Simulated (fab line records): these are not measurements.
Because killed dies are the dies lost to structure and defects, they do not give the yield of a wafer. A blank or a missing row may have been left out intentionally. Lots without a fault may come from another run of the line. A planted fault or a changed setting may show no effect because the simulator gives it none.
fab line records	flow n5-finfet
[record] lots = 10	wafers = 30	last-day = 17
route steps=1938 shown BEOL_M3@981 BEOL_M4@1111 PASSIVATION@1936
lots with no fault: from the same line, run without faults
start-h: hours from the record's first day to the start of the lot's first wafer shown	wait-h: how many hours have passed since the lot's step before this one	" repeats the value in the row above	L1.1+2: one row covering several wafers at once	- no value, or no start given	* or withheld: withheld	< > ~ a bound
route shown NAME@n: NAME is a module with steps in the file, n the number in the route of the first one	usual: mean and standard deviation over wafers with no fault	same: alike in all rows	chamber/n: place in a boat	sites: readings site by site	_std_site: standard deviation of those values	_edge_site: mean of outer sites minus mean of inner sites	radius-mm: how far each site lies from the wafer's centre	mask NAME#n: copy n	behind: the most recent tool/chamber to have shaped the wafer	hold: cause of the lot's hold/its duration in hours/its outcome	device: the transistor (n, p or np) that didn't switch	end of line: tests run on the same wafers once the route is complete	a step without rows: its recipe alone	killed: dies that structure and defects cost at the first sort, which is not the same as the wafer's yield	map: shows each die of a wafer: x if killed, . if not, _ if none is there
set.NAME: setting as actually run; set.NAME@STEP: the setting as run at that earlier step	model.NAME: the simulator's own value behind a step, which no gauge read
a sample of lots followed through the steps of the route, with each step as a table and each wafer as a row
services: when a tool's chamber went out of use (start-h, in hours from the record's first day, below 0 if earlier), for how many hours, and the reason
[[steps]]
[step N5_BEOL_M3_ETCH_41]
[recipe] chemistry = CH3F/O2	target = SiCN	target-depth-a = 299	taper-deg = 2	time-s = 52.5	ion-energy-ev = 120	mask-material = TiN	pressure-mtorr = 30	source-w = 395	bias-w = 75	Ar_flow_sccm = 150	CH3F_flow_sccm = 30	O2_flow_sccm = 20
[usual] bias-w = 74.99/0.23	drypump-motor-current-A = 5.9/0.46	oes-product-au = 0.76/0.079	rf-vpp-V = 297.1/2	showerhead-plenum-p-Torr = 1.99/0.083	throttle-valve-pct = 16.43/0.25
lot.wafer	tool	chamber	start-h	wait-h	bias-w	drypump-motor-current-A	oes-product-au	rf-hours-counter-h	rf-vpp-V	showerhead-plenum-p-Torr	throttle-valve-pct
L853.2	rie-diel-01	0	-	-	74.93	5.5	0.70	214	297.8	1.99	16.64
L853.5	"	1	"	"	74.91	5.5	0.71	-	299.6	2.06	16.79
L853.6	"	2	"	"	75.19	5.4	0.73	-	298.8	2.08	16.43
L859.2	rie-diel-06	3	-	-	75.10	5.9	0.77	127	295.3	1.85	16.07
L859.4	"	1	"	"	74.98	6.5	0.88	36	301.3	2.13	16.24
L859.6	"	3	"	"	75.44	5.9	0.77	-	294.3	1.85	16.07
L860.2	rie-diel-06	0	-	-	74.52	6.5	0.75	187	294.8	1.91	16.10
L860.3	"	3	"	"	74.74	5.8	0.77	129	294.6	1.85	16.09
L860.6	"	1	"	"	74.93	6.5	0.87	-	300.3	2.13	16.25
L861.1	rie-diel-03	0	-	-	75.11	5.7	0.75	163	298.4	2.08	16.66
L861.3	"	1	"	"	74.89	6.9	0.69	205	296.7	1.91	16.71
L861.6	"	2	"	"	74.95	6.2	0.68	-	298.5	2.06	16.52
L862.1	rie-diel-01	1	-	-	74.80	5.5	0.96	5	297.4	2.05	16.29
L862.2	"	3	"	"	75.21	5.4	0.75	149	298.3	2.00	16.66
L862.5	"	2	"	"	75.03	5.4	0.71	-	299.5	2.07	16.48
L866.1	rie-diel-01	3	-	-	74.61	5.4	0.75	151	298.6	2.00	16.66
L866.2	"	0	"	"	74.81	5.5	0.68	239	296.7	1.98	16.70
L866.3	"	1	"	"	75.32	5.5	0.93	13	299.0	2.05	16.33
L865.1	rie-diel-01	0	-	-	74.67	5.5	0.68	240	296.7	1.98	16.70
L865.2	"	3	"	"	75.32	5.4	0.74	151	298.2	2.00	16.65
L865.3	"	2	"	"	75.44	5.4	0.70	202	299.6	2.07	16.50
L869.3	rie-diel-03	0	-	-	75.18	5.7	0.74	176	298.8	2.07	16.68
L869.4	"	3	"	"	74.93	5.8	0.76	134	295.9	1.94	16.14
L869.6	"	1	"	"	75.10	6.8	0.67	-	295.6	1.90	16.74
L871.1	rie-diel-03	3	-	-	74.79	5.8	0.76	138	295.3	1.94	16.17
L871.4	"	0	"	"	74.99	5.8	0.72	181	297.0	2.07	16.70
L871.6	"	1	"	"	75.05	6.8	0.68	-	295.5	1.90	16.75
L872.1	rie-diel-01	2	-	-	75.34	5.4	0.69	218	299.1	2.06	16.53
L872.2	"	3	"	"	75.44	5.4	0.74	167	298.5	2.00	16.67
L872.3	"	1	"	"	74.87	5.5	0.90	29	298.4	2.05	16.36
[step N5_BEOL_M3_CD_MEAS_35]
[recipe] target-cd-nm = 18	target-cd-y-nm = 21	polarity = opening
[usual] cd-nm = 17.9/0.46
lot.wafer	tool	chamber	start-h	wait-h	cd-nm
L853.2	cd-sem-03	-	160.44	0.0	18.0
L853.5	"	-	"	"	18.2
L853.6	"	-	"	"	16.9
L859.2	cd-sem-01	-	186.91	0.0	18.0
L859.4	"	-	"	"	18.0
L859.6	"	-	"	"	17.0
L860.2	cd-sem-01	-	194.01	0.0	17.4
L860.3	"	-	"	"	18.5
L860.6	"	-	"	"	17.8
L861.1	cd-sem-03	-	203.88	0.0	17.9
L861.3	"	-	"	"	18.0
L861.6	"	-	"	"	17.8
L862.1	cd-sem-03	-	207.13	0.0	17.7
L862.2	"	-	"	"	18.3
L862.5	"	-	"	"	18.2
L866.1	cd-sem-01	-	232.34	0.0	18.7
L866.2	"	-	"	"	18.6
L866.3	"	-	"	"	18.3
L865.1	cd-sem-01	-	232.83	0.0	17.4
L865.2	"	-	"	"	17.9
L865.3	"	-	"	"	18.4
L869.3	cd-sem-02	-	246.38	0.0	18.4
L869.4	"	-	"	"	18.1
L869.6	"	-	"	"	18.0
L871.1	cd-sem-03	-	266.27	0.0	17.8
L871.4	"	-	"	"	18.0
L871.6	"	-	"	"	18.7
L872.1	cd-sem-01	-	282.25	0.0	18.0
L872.2	"	-	"	"	17.9
L872.3	"	-	"	"	17.7
[step N5_BEOL_M3_ALD_84]
[recipe] material = TaN	target-thk-a = *	temp-c = 275	ald-precursor-family = PDMAT	ald-co-reactant = NH3	pressure-torr = 3	carrier-flow-sccm = 1500	pulse-time-s = 2	purge-time-s = 3	co-reactant-purge-time-s = 2	co-reactant-pulse-time-s = 3	ald-cycles = 30	precursor-vessel-temp-c = 75	precursor-vessel-pressure-torr = 26.25	precursor-vessel-carrier-sccm = 1000
[usual] ald-cycles = 30/0	chamber-pressure-Torr = 3.000/0.0065	heater-power-w = 411/39
lot.wafer	tool	chamber	start-h	wait-h	ald-cycles	chamber-pressure-Torr	heater-power-w
L853.2	ald-metal-03	3	160.58	0.0	30	2.987	369
L853.5	"	3	"	"	30	2.992	372
L853.6	"	2	"	"	30	3.001	489
L859.2	ald-metal-02	1	187.20	0.0	-	-	-
L859.4	"	3	"	"	-	-	-
L859.6	"	1	"	"	-	-	-
L860.2	ald-metal-02	3	194.85	0.1	-	-	-
L860.3	"	2	"	"	-	-	-
L860.6	"	1	"	"	-	-	-
L861.1	ald-metal-04	2	204.37	0.1	-	-	-
L861.3	"	0	"	"	-	-	-
L861.6	"	3	"	"	-	-	-
L862.1	ald-metal-02	2	207.36	0.1	30	2.999	459
L862.2	"	0	"	"	30	2.993	418
L862.5	"	2	"	"	30	2.992	453
L866.1	ald-metal-04	0	232.84	0.0	30	2.999	383
L866.2	"	1	"	"	30	3.000	397
L866.3	"	3	"	"	30	3.004	388
L865.1	ald-metal-02	0	232.97	0.0	30	2.999	406
L865.2	"	1	"	"	30	3.003	356
L865.3	"	2	"	"	30	3.011	465
L869.3	ald-metal-03	1	247.23	0.1	30	3.002	443
L869.4	"	0	"	"	30	3.010	394
L869.6	"	1	"	"	30	2.996	438
L871.1	ald-metal-02	2	266.79	0.0	30	3.001	446
L871.4	"	0	"	"	30	3.022	394
L871.6	"	1	"	"	30	2.998	365
L872.1	ald-metal-04	3	282.82	0.3	30	2.993	388
L872.2	"	0	"	"	30	3.005	389
L872.3	"	2	"	"	30	3.004	407
[step N5_BEOL_M3_ANNEAL_80]
[recipe] temp-c = 400	time-s = 240	ambient = vacuum
[usual] heater-power-w = 837/85
lot.wafer	tool	chamber	start-h	wait-h	heater-power-w
L853.2	pvd-sputter-01	-	161.34	0.0	818
L853.5	"	-	"	"	601
L853.6	"	-	"	"	813
L859.2	pvd-sputter-02	-	189.21	0.0	828
L859.4	"	-	"	"	878
L859.6	"	-	"	"	849
L860.2	pvd-sputter-01	-	195.76	0.0	597
L860.3	"	-	"	"	802
L860.6	"	-	"	"	781
L861.1	pvd-sputter-02	-	205.24	0.0	942
L861.3	"	-	"	"	826
L861.6	"	-	"	"	931
L862.1	pvd-sputter-02	-	208.52	0.0	819
L862.2	"	-	"	"	850
L862.5	"	-	"	"	927
L866.1	pvd-sputter-02	-	233.58	0.0	825
L866.2	"	-	"	"	956
L866.3	"	-	"	"	927
L865.1	pvd-sputter-01	-	233.89	0.0	771
L865.2	"	-	"	"	797
L865.3	"	-	"	"	594
L869.3	pvd-sputter-02	-	248.19	0.0	843
L869.4	"	-	"	"	916
L869.6	"	-	"	"	979
L871.1	pvd-sputter-02	-	267.76	0.0	893
L871.4	"	-	"	"	822
L871.6	"	-	"	"	927
L872.1	pvd-sputter-03	-	284.04	0.0	762
L872.2	"	-	"	"	861
L872.3	"	-	"	"	882
[step N5_BEOL_M4_RC_MEAS_101]
[usual] DIBL_N = 36.4/2	DIBL_P = 36.1/2.5	IOFF_N = 0.16/0.037	IOFF_P = 0.20/0.038	ION_N = 670/13	ION_P = 459/8.3	SS_N = 71.6/0.69	SS_P = 73.3/0.72	VT_N = 250/3.4	VT_P = -251/3.1
lot.wafer	tool	chamber	start-h	wait-h	DIBL_N[mV/V]	DIBL_P[mV/V]	IOFF_N[nA/um]	IOFF_P[nA/um]	ION_N[uA/um]	ION_P[uA/um]	SS_N[mV/dec]	SS_P[mV/dec]	VT_N[mV]	VT_P[mV]
L853.2	prober-02	0	177.38	0.2	39.1	41.0	0.19	0.25	673	457	72.4	73.9	251	-250
L853.5	"	0	"	"	42.8	44.9	0.27	0.32	691	466	72.8	75.0	246	-248
L853.6	"	0	"	"	39.8	39.7	0.20	0.21	665	449	72.5	73.8	248	-252
L862.1	prober-02	0	220.57	1.0	35.8	34.3	0.14	0.16	661	447	71.6	72.3	253	-253
L862.2	"	0	"	"	30.4	29.2	0.08	0.11	648	445	70.2	70.8	259	-259
L862.5	"	0	"	"	38.4	38.8	0.20	0.22	686	460	71.7	73.7	246	-250
L866.1	prober-01	0	243.89	0.0	36.4	34.2	0.14	0.20	664	454	70.9	73.3	250	-251
L866.2	"	0	"	"	39.1	36.0	0.18	0.22	668	456	71.5	73.7	246	-249
L866.3	"	0	"	"	36.8	34.2	0.14	0.22	670	467	71.6	73.4	252	-248
L865.1	prober-02	0	246.57	0.0	37.7	38.4	0.18	0.23	671	461	72.4	74.0	248	-251
L865.2	"	0	"	"	35.0	33.9	0.12	0.15	655	442	71.9	73.1	255	-257
L865.3	"	0	"	"	37.6	37.8	0.18	0.21	673	456	72.0	74.1	250	-252
L869.3	prober-02	0	271.31	0.3	37.8	36.1	0.15	0.22	676	467	72.1	73.2	249	-249
L869.4	"	0	"	"	38.4	36.1	0.17	0.22	679	465	72.0	73.1	250	-248
L869.6	"	0	"	"	37.0	35.6	0.15	0.22	685	476	71.7	73.2	249	-250
L871.1	prober-02	0	279.45	0.0	39.0	40.1	0.21	0.25	684	464	72.2	73.8	248	-249
L871.4	"	0	"	"	34.5	34.5	0.12	0.16	657	454	71.0	72.7	255	-255
L871.6	"	0	"	"	33.6	33.7	0.11	0.15	654	450	71.1	72.6	255	-254
L872.1	prober-02	0	297.49	0.0	35.5	35.2	0.15	0.21	669	460	72.0	72.5	250	-250
L872.2	"	0	"	"	34.2	34.1	0.12	0.18	669	459	71.5	72.3	255	-251
L872.3	"	0	"	"	37.4	36.8	0.19	0.22	668	456	73.1	73.3	247	-249
[step N5_PASSIVATION_PROBE_49]
[usual] defect-limited-yield = 91.2/1.6	killed_at_M0_to_M3 = 34/11	killed_at_M4_up = 13/5.2	killed-at-contacts = 13/6.3	killed-at-front-end = 40/14	killed-at-other = 3.2/2.4	killed-dies = 104/19	killed-on-rim = 14/4.2	killed-open = 69/14	killed-short = 32/7.5	sort_bin_4_leakage = 0.00/0.04	sort_bin_5_function = 5.3/1.1	sort_bin_6_memory = 3.2/0.73	sort_bin_8_speed = 0.01/0.038	sort-n-pass = 1076/19
[same] gross-dies = 1180	killed-at-back-side = 0
lot.wafer	tool	chamber	start-h	wait-h	defect-limited-yield[%]	killed_at_M0_to_M3	killed_at_M4_up	killed-at-contacts	killed-at-front-end	killed-at-other	killed-dies	killed-on-rim	killed-open	killed-short	sort_bin_4_leakage[%]	sort_bin_5_function[%]	sort_bin_6_memory[%]	sort_bin_8_speed[%]	sort-n-pass
L853.2	prober-02	-	277.20	0.1	90.6	10	7	19	72	3	111	15	77	31	0	5.4	3.6	0	1069
L853.5	prober-02	-	277.35	0.2	92.0	23	10	11	48	2	94	11	64	26	0.34	3.6	3.6	0	1082
L853.6	prober-02	-	277.40	0.3	90.5	24	16	12	59	1	112	11	74	37	0	6.2	3.1	0	1068
L859.2	prober-02	-	303.68	0.1	0	1132	6	14	25	3	1180	152	54	26	93.22	4.2	2.5	0	0
L859.4	prober-02	-	303.78	0.2	0	1128	7	17	24	4	1180	152	54	21	93.39	4.0	2.5	0	0
L859.6	prober-02	-	303.88	0.3	0	1092	13	26	43	6	1180	152	76	35	90.59	6.1	3.1	0	0
L860.2	prober-02	-	315.64	0.1	0	1099	9	17	54	1	1180	152	74	30	90.93	5.3	3.2	0	0
L860.3	prober-02	-	315.69	0.1	0	1123	14	6	32	5	1180	152	66	28	91.95	4.8	2.9	0	0
L860.6	prober-02	-	315.84	0.3	0	1131	5	6	31	7	1180	152	66	23	92.20	4.3	3.1	0	0
L861.1	prober-02	-	319.85	0.0	0	1120	11	13	34	2	1180	152	70	41	90.42	6.0	3.3	0	0
L861.3	prober-02	-	319.95	0.1	0	1116	12	23	28	1	1180	152	60	27	92.37	4.6	2.9	0	0
L861.6	prober-02	-	320.10	0.3	0	1109	9	20	39	3	1180	152	82	30	90.34	5.5	3.8	0	0
L862.1	prober-02	-	328.90	0.0	89.5	30	12	18	60	4	124	17	82	40	0	6.3	4.1	0	1056
L862.2	prober-02	-	328.95	0.1	90.4	34	12	8	55	4	113	19	64	47	0	5.3	4.1	0.08	1066
L862.5	prober-02	-	329.10	0.2	90.2	37	11	15	48	5	116	10	76	39	0	5.8	3.6	0	1064
L866.1	prober-02	-	347.40	0.0	89.4	39	13	5	64	4	125	12	90	32	0	6.7	3.6	0	1055
L866.2	prober-02	-	347.45	0.1	86.9	49	5	7	88	5	154	26	99	53	0	7.8	5.1	0	1026
L866.3	prober-02	-	347.50	0.1	89.2	62	12	3	44	6	127	13	80	42	0	6.1	4.0	0	1053
L865.1	prober-02	-	349.72	0.0	93.0	26	15	14	25	3	83	10	58	23	0	3.8	3.1	0	1097
L865.2	prober-02	-	349.77	0.1	89.9	40	25	18	31	5	119	12	79	37	0	5.8	3.8	0	1061
L865.3	prober-02	-	349.82	0.1	90.8	28	12	26	30	13	109	15	82	26	0	5.3	3.6	0	1071
L869.3	prober-01	-	369.46	0.1	91.4	28	17	16	39	2	102	16	62	37	0	5.3	3.1	0	1078
L869.4	prober-01	-	369.51	0.2	91.4	40	23	15	24	0	102	20	67	29	0	5.0	3.1	0	1078
L869.6	prober-01	-	369.61	0.3	90.9	39	15	16	32	5	107	12	61	40	0	5.2	3.5	0	1073
L871.1	prober-02	-	387.37	0.0	91.8	33	8	13	41	2	97	9	69	24	0	4.7	3.1	0.17	1083
L871.4	prober-02	-	387.52	0.2	91.5	38	7	11	39	5	100	10	56	39	0	5.0	3.0	0	1080
L871.6	prober-02	-	387.62	0.3	91.4	50	10	6	34	1	101	13	70	28	0	5.8	2.6	0	1079
L872.1	prober-02	-	400.46	0.0	91.7	24	7	23	43	1	98	8	60	37	0	5.8	2.2	0	1082
L872.2	prober-02	-	400.51	0.1	90.9	49	11	8	38	1	107	12	69	33	0	5.8	2.8	0	1073
L872.3	prober-02	-	400.56	0.1	89.8	38	21	21	39	1	120	16	88	32	0	6.7	3.1	0	1060
// killed by level:class
L853.2 STI_FIN_REVEAL:geometric-particle:open=24 FIN_SAQP:geometric-particle:open=16 MOL_CONTACT_COAG:geometric-particle:open=16 GATE_CUT:geometric-particle:short=9 STI_FIN_REVEAL:geometric-particle:short=5 BEOL_M4:geometric-particle:open=5 FIN_SAQP:geometric-particle:short=3 MOL_CONTACT_COAG:geometric-particle:short=3
L853.5 STI_FIN_REVEAL:geometric-particle:open=17 MOL_CONTACT_COAG:geometric-particle:open=9 DUMMY_GATE:geometric-particle:open=7 GATE_CUT:geometric-particle:short=7 BEOL_M2:geometric-particle:open=6 BEOL_M0_SAQP:geometric-particle:open=6 FIN_SAQP:geometric-particle:open=4 FIN_SAQP:geometric-particle:short=3
L853.6 STI_FIN_REVEAL:geometric-particle:open=17 MOL_CONTACT_COAG:geometric-particle:open=11 FIN_SAQP:geometric-particle:short=10 BEOL_M4:geometric-particle:open=10 GATE_CUT:geometric-particle:short=8 BEOL_M0_SAQP:geometric-particle:open=8 FIN_SAQP:geometric-particle:open=6 BEOL_M0_SAQP:geometric-particle:short=6
L859.2 BEOL_M3:area-ald=1079 M3:area-ald=21 MOL_CONTACT_COAG:geometric-particle:open=12 STI_FIN_REVEAL:geometric-particle:open=9 BEOL_M0_SAQP:geometric-particle:open=9 BEOL_M0_SAQP:geometric-particle:short=8 BEOL_M3:geometric-particle:open=8 BEOL_M1:geometric-particle:open=3
L859.4 BEOL_M3:area-ald=1078 M3:area-ald=24 MOL_CONTACT_COAG:geometric-particle:open=15 STI_FIN_REVEAL:geometric-particle:open=8 BEOL_M1:geometric-particle:open=6 BEOL_M2:geometric-particle:open=6 BEOL_M0_SAQP:geometric-particle:short=4 BEOL_M0_SAQP:geometric-particle:open=4
L859.6 BEOL_M3:area-ald=1054 STI_FIN_REVEAL:geometric-particle:open=19 MOL_CONTACT_COAG:geometric-particle:open=19 M3:area-ald=15 MOL_CONTACT_COAG:geometric-particle:short=7 STI_FIN_REVEAL:geometric-particle:short=6 BEOL_M0_SAQP:geometric-particle:short=5 SPACER0:geometric-particle:open=4
L860.2 BEOL_M3:area-ald=1059 MOL_CONTACT_COAG:geometric-particle:open=14 M3:area-ald=14 FIN_SAQP:geometric-particle:open=13 FIN_SAQP:geometric-particle:short=10 STI_FIN_REVEAL:geometric-particle:open=6 BEOL_M0:geometric-particle:open=6 ILD0:geometric-particle:short=5
L860.3 BEOL_M3:area-ald=1060 M3:area-ald=25 BEOL_M2:geometric-particle:open=12 BEOL_M4:geometric-particle:open=10 DUMMY_GATE:geometric-particle:open=5 GATE_CUT:geometric-particle:short=5 GATE_CUT:geometric-particle:open=5 MOL_CONTACT_COAG:geometric-particle:open=5
L860.6 BEOL_M3:area-ald=1068 M3:area-ald=20 BEOL_M1:geometric-particle:open=14 FIN_SAQP:geometric-particle:open=10 BEOL_M0_SAQP:geometric-particle:open=7 BEOL_M2:geometric-particle:open=6 FIN_SAQP:geometric-particle:short=5 DUMMY_GATE:geometric-particle:open=4
L861.1 BEOL_M3:area-ald=1053 M3:area-ald=14 BEOL_M1:geometric-particle:open=11 BEOL_M2:geometric-particle:open=10 MOL_CONTACT_COAG:geometric-particle:open=9 FIN_SAQP:geometric-particle:open=7 BEOL_M2:geometric-particle:short=6 DUMMY_GATE:geometric-particle:open=5
L861.3 BEOL_M3:area-ald=1066 M3:area-ald=24 MOL_CONTACT_COAG:geometric-particle:open=15 BEOL_M2:geometric-particle:open=9 MOL_CONTACT_COAG:geometric-particle:short=8 BEOL_M4:geometric-particle:open=6 FIN_SAQP:geometric-particle:open=5 GATE_CUT:geometric-particle:open=4
L861.6 BEOL_M3:area-ald=1046 M3:area-ald=20 BEOL_M2:geometric-particle:open=16 MOL_CONTACT_COAG:geometric-particle:open=13 STI_FIN_REVEAL:geometric-particle:open=9 BEOL_M0:geometric-particle:open=9 GATE_CUT:geometric-particle:short=7 MOL_CONTACT_COAG:geometric-particle:short=7
L862.1 FIN_SAQP:geometric-particle:open=23 BEOL_M2:geometric-particle:open=16 MOL_CONTACT_COAG:geometric-particle:open=13 FIN_SAQP:geometric-particle:short=11 MOL_CONTACT_COAG:geometric-particle:short=5 STI_FIN_REVEAL:geometric-particle:open=4 BEOL_M4:geometric-particle:open=4 DUMMY_GATE:geometric-particle:open=3
L862.2 FIN_SAQP:geometric-particle:short=23 FIN_SAQP:geometric-particle:open=11 BEOL_M2:geometric-particle:open=10 MOL_CONTACT_COAG:geometric-particle:open=7 BEOL_M0_SAQP:geometric-particle:open=7 BEOL_M0_SAQP:geometric-particle:short=4 BEOL_M3:geometric-particle:short=4 BEOL_M5:geometric-particle:open=4
L862.5 MOL_CONTACT_COAG:geometric-particle:open=14 FIN_SAQP:geometric-particle:short=10 BEOL_M0_SAQP:geometric-particle:open=9 BEOL_M0_SAQP:geometric-particle:short=8 GATE_CUT:geometric-particle:short=7 FIN_SAQP:geometric-particle:open=6 BEOL_M2:geometric-particle:open=6 BEOL_M4:geometric-particle:open=6
L866.1 FIN_SAQP:geometric-particle:open=22 BEOL_M0_SAQP:geometric-particle:open=14 STI_FIN_REVEAL:geometric-particle:open=11 BEOL_M3:geometric-particle:open=9 GATE_CUT:geometric-particle:short=7 BEOL_M0_SAQP:geometric-particle:short=6 MOL_CONTACT_COAG:geometric-particle:open=5 ILD0:geometric-particle:open=5
L866.2 STI_FIN_REVEAL:geometric-particle:open=31 FIN_SAQP:geometric-particle:open=15 FIN_SAQP:geometric-particle:short=14 BEOL_M0_SAQP:geometric-particle:open=13 BEOL_M0_SAQP:geometric-particle:short=13 BEOL_M2:geometric-particle:open=10 STI_FIN_REVEAL:geometric-particle:short=7 BEOL_M1:geometric-particle:open=6
L866.3 BEOL_M0_SAQP:geometric-particle:short=21 BEOL_M0_SAQP:geometric-particle:open=19 FIN_SAQP:geometric-particle:open=10 STI_FIN_REVEAL:geometric-particle:open=10 BEOL_M4:geometric-particle:open=9 BEOL_M2:geometric-particle:open=8 FIN_SAQP:geometric-particle:short=5 BEOL_M1:geometric-particle:open=4
L865.1 MOL_CONTACT_COAG:geometric-particle:open=11 BEOL_M4:geometric-particle:open=9 BEOL_M2:geometric-particle:open=8 BEOL_M3:geometric-particle:open=7 FIN_SAQP:geometric-particle:open=5 STARTING-WAFER:geometric-particle:short=4 STARTING-WAFER:geometric-particle:open=4 FIN_SAQP:geometric-particle:short=3
L865.2 BEOL_M4:geometric-particle:open=14 MOL_CONTACT_COAG:geometric-particle:open=13 BEOL_M2:geometric-particle:open=11 BEOL_M0:geometric-particle:open=6 GATE_CUT:geometric-particle:open=5 MOL_CONTACT_COAG:geometric-particle:short=5 BEOL_M0_SAQP:geometric-particle:open=5 BEOL_M1:geometric-particle:open=5
L865.3 MOL_CONTACT_COAG:geometric-particle:open=23 FIN_SAQP:geometric-particle:open=9 BEOL_M4:geometric-particle:open=8 BEOL_M1:geometric-particle:open=6 BEOL_M0_SAQP:geometric-particle:open=6 BEOL_M3:geometric-particle:open=6 PASS1_CAP:geometric-particle:short=6 FIN_SAQP:geometric-particle:short=4
L869.3 MOL_CONTACT_COAG:geometric-particle:open=12 BEOL_M4:geometric-particle:open=8 FIN_SAQP:geometric-particle:short=7 GATE_CUT:geometric-particle:short=7 DUMMY_GATE:geometric-particle:open=6 BEOL_M1:geometric-particle:open=6 BEOL_M5:geometric-particle:open=6 STI_FIN_REVEAL:geometric-particle:open=5
L869.4 BEOL_M2:geometric-particle:open=12 BEOL_M4:geometric-particle:open=11 MOL_CONTACT_COAG:geometric-particle:short=8 BEOL_M3:geometric-particle:open=8 FIN_SAQP:geometric-particle:open=6 MOL_CONTACT_COAG:geometric-particle:open=5 BEOL_M0_SAQP:geometric-particle:open=5 FIN_SAQP:geometric-particle:short=4
L869.6 MOL_CONTACT_COAG:geometric-particle:open=10 STI_FIN_REVEAL:geometric-particle:open=10 BEOL_M0_SAQP:geometric-particle:open=9 BEOL_M0_SAQP:geometric-particle:short=9 BEOL_M2:geometric-particle:short=8 MOL_CONTACT_COAG:geometric-particle:short=6 BEOL_M2:geometric-particle:open=6 GATE_CUT:geometric-particle:short=4
L871.1 BEOL_M0_SAQP:geometric-particle:open=12 MOL_CONTACT_COAG:geometric-particle:open=11 FIN_SAQP:geometric-particle:short=7 STI_FIN_REVEAL:geometric-particle:open=7 BEOL_M1:geometric-particle:open=7 BEOL_M2:geometric-particle:open=6 FIN_SAQP:geometric-particle:open=5 DUMMY_GATE:geometric-particle:open=4
L871.4 BEOL_M0_SAQP:geometric-particle:short=12 MOL_CONTACT_COAG:geometric-particle:open=10 BEOL_M0_SAQP:geometric-particle:open=9 FIN_SAQP:geometric-particle:short=8 DUMMY_GATE:geometric-particle:open=6 GATE_CUT:geometric-particle:short=6 STI_FIN_REVEAL:geometric-particle:open=4 BEOL_M3:geometric-particle:open=4
L871.6 BEOL_M0_SAQP:geometric-particle:open=12 BEOL_M3:geometric-particle:open=11 BEOL_M0_SAQP:geometric-particle:short=10 BEOL_M1:geometric-particle:open=9 STARTING-WAFER:geometric-particle:open=6 FIN_SAQP:geometric-particle:open=5 FIN_SAQP:geometric-particle:short=5 DUMMY_GATE:geometric-particle:open=4
L872.1 MOL_CONTACT_COAG:geometric-particle:open=15 FIN_SAQP:geometric-particle:short=14 MOL_CONTACT_COAG:geometric-particle:short=8 STI_FIN_REVEAL:geometric-particle:open=7 FIN_SAQP:geometric-particle:open=6 BEOL_M2:geometric-particle:open=6 BEOL_M3:geometric-particle:open=5 BEOL_M0_SAQP:geometric-particle:open=5
L872.2 BEOL_M2:geometric-particle:open=18 BEOL_M0_SAQP:geometric-particle:short=10 BEOL_M1:geometric-particle:open=8 STI_FIN_REVEAL:geometric-particle:open=6 DUMMY_GATE:geometric-particle:open=6 MOL_CONTACT_COAG:geometric-particle:open=6 BEOL_M0:geometric-particle:open=6 FIN_SAQP:geometric-particle:short=5
L872.3 MOL_CONTACT_COAG:geometric-particle:open=16 BEOL_M2:geometric-particle:open=14 FIN_SAQP:geometric-particle:short=9 BEOL_M1:geometric-particle:open=9 STI_FIN_REVEAL:geometric-particle:open=8 FIN_SAQP:geometric-particle:open=7 DUMMY_GATE:geometric-particle:open=6 MOL_CONTACT_COAG:geometric-particle:short=5
[[services]]
tool	chamber	start-h	hours	kind
rie-diel-03	2	140.26	5.8	repair
ald-metal-03	0	142.71	27.8	repair
ald-metal-02	0	147.49	20.1	repair
ald-metal-03	-	152.78	0.6	repair
rie-diel-06	1	154.34	5.2	repair
rie-diel-01	1	176.55	-	clean
rie-diel-01	1	176.55	-	consumable-replace:focus-ring
rie-diel-01	1	176.55	15.4	scheduled-down
rie-diel-01	1	176.55	15.4	vent-cycle
rie-diel-06	2	198.77	-	clean
rie-diel-06	2	198.77	-	consumable-replace:focus-ring
rie-diel-06	2	198.77	24.8	scheduled-down
rie-diel-06	2	198.77	24.8	vent-cycle
rie-diel-06	-	199.41	3.9	repair
ald-metal-04	-	204.95	0.5	repair
rie-diel-01	3	207.40	19.4	repair
ald-metal-04	2	231.67	6.8	repair
ald-metal-04	-	239.21	1.0	repair
rie-diel-01	0	267.70	-	clean
rie-diel-01	0	267.70	-	consumable-replace:focus-ring
rie-diel-01	0	267.70	39.1	scheduled-down
rie-diel-01	0	267.70	39.1	vent-cycle
ald-metal-04	0	271.85	3.6	repair
ald-metal-03	-	280.95	2.8	pm
[[key]]
[first-sign] step = N5_BEOL_M3_ALD_84	reading = tool-record	direction = missing
[effect] step = N5_PASSIVATION_PROBE_49	reading = sort_bin_4_leakage	direction = up	sigmas = 99+	usual = 0.00	struck = 91.71
[more-kills-born-at] N5_BEOL_M3_ALD_84@ald-metal-02 = 6517	N5_BEOL_M3_ALD_84@ald-metal-04 = 3223
met-at N5_BEOL_M3_ALD_84
struck-lots L859,L860,L861
later-rows-left-out L859.2,L859.4,L859.6,L860.2,L860.3,L860.6,L861.1,L861.3,L861.6
not-acting-at N5_BEOL_M3_ETCH_41,N5_BEOL_M3_CD_MEAS_35,N5_BEOL_M3_ANNEAL_80
[fault] kind = skipped-step-whole	tool = ald-metal-02,ald-metal-04	chamber = -	onset-h = 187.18	steps = N5_BEOL_M3_ALD_84	scope = struck-lots-only
// later-rows-left-out: the simulator's readings of these wafers behind a module that went badly wrong aren't trusted and aren't shown, but for the sort
